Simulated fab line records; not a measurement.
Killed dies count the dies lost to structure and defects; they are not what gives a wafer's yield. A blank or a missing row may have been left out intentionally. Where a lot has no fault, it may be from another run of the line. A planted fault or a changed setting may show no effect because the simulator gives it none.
Which of the tools did it? | flow n5_finfet | 8 lots with 22 wafers sampled at 4 steps, on a route of 1938 steps

## WHAT EACH GAUGE READ, for each wafer
N5_FIN_CUT_INSPECT_10: inspects for defects (brightfield).
lot  | measured    | on                | raw_defect_count
L925 | day 3 09:11 | defect_inspect-01 | 40 35 21
L926 | day 3 16:01 | defect_inspect-02 | 59 39
L930 | day 4 14:31 | defect_inspect-02 | 33 78 46
L932 | day 5 02:59 | defect_inspect-01 | 311 41 320
L933 | day 5 10:28 | defect_inspect-02 | 86 63 48
L934 | day 5 18:25 | defect_inspect-02 | 315 305 37
L935 | day 6 01:27 | defect_inspect-01 | 31 27 39
L940 | day 7 03:07 | defect_inspect-02 | 23 39

## WHAT TOOL EACH LOT RAN ON (gives the tool, then ch and the chambers of the sampled wafers, and finally the start)
lot  | N5_FIN_SAQP_PECVD_06           | N5_FIN_SAQP_MANDREL1_REMOVE_56  | N5_FIN_SAQP_ETCH_57
L925 | pecvd-03 ch 0,2, day 3 03:36   | rie_si-05 ch 1,3, day 3 06:12   | rie_diel-03 ch 0,1,2, day 3 06:22
L926 | pecvd-01 ch 0, day 3 09:42     | rie_si-05 ch 1,3, day 3 12:18   | rie_diel-03 ch 0,2, day 3 12:28
L930 | pecvd-01 ch 0,1,2, day 4 08:55 | rie_si-06 ch 0,1,2, day 4 11:45 | rie_diel-05 ch 0,3, day 4 11:55
L932 | pecvd-01 ch 0,2, day 4 21:17   | rie_si-06 ch 0,1,3, day 5 00:13 | rie_diel-03 ch 2,3, day 5 00:30
L933 | pecvd-02 ch 0,1, day 5 04:58   | rie_si-05 ch 2,3, day 5 07:30   | rie_diel-05 ch 0,3, day 5 07:40
L934 | pecvd-01 ch 0,1, day 5 10:10   | rie_si-02 ch 0,1,2, day 5 14:31 | rie_diel-03 ch 0,2, day 5 14:52
L935 | pecvd-02 ch 1,2, day 5 17:07   | rie_si-06 ch 0,1, day 5 22:29   | rie_diel-05 ch 0,1,3, day 5 22:41
L940 | pecvd-02 ch 0,2, day 6 21:18   | rie_si-05 ch 0,2, day 7 00:10   | rie_diel-03 ch 1,2, day 7 00:34
- N5_FIN_SAQP_PECVD_06: deposits a-Si from SiH4/He, target thk 60 nm, time 48.1 s.
- N5_FIN_SAQP_MANDREL1_REMOVE_56: chemistry HBr/Cl2/O2, target a-Si, stops on SiNx, bt time 10 s.
- N5_FIN_SAQP_ETCH_57: etches SiNx in CH3F/O2, target depth 32.5 nm, time 46.4 s.

## THE ANSWER, worked out from the rows above alone
Rule: the usual values come from the lots themselves. Put in order of their means at a reading, lots are off if they are a third of the lots or fewer, leave a main group of 4 or more, and stand apart from it by a gap of 3 or more times the standard deviation of the main group's means; of several such gaps the widest counts. A main group whose means are all the same, to the digits that the tables above print for the reading, isn't used. A lot without any number at a reading at which 4 lots or more have one is off too. Any other lot the step has rows for is counted as sound.
Off: L932, L934, at N5_FIN_CUT_INSPECT_10 (raw_defect_count). The main group has a mean of 44 with a standard deviation of 13.
A tool fits if, at a process step before that reading, it ran every lot that is off, and no sound lot after the first of them. Gauges at N5_FIN_CUT_INSPECT_10: tried the same way as those tools. One fits: pecvd-01 at N5_FIN_SAQP_PECVD_06. Its last sound lot is L930 (day 4 08:55), its first lot that is off L932 (day 4 21:17): a fault that began between those two fits.

## WHAT THE SIMULATOR HAD INSERTED
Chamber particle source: pecvd-01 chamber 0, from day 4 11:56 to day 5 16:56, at N5_FIN_SAQP_PECVD_06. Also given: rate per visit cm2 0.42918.
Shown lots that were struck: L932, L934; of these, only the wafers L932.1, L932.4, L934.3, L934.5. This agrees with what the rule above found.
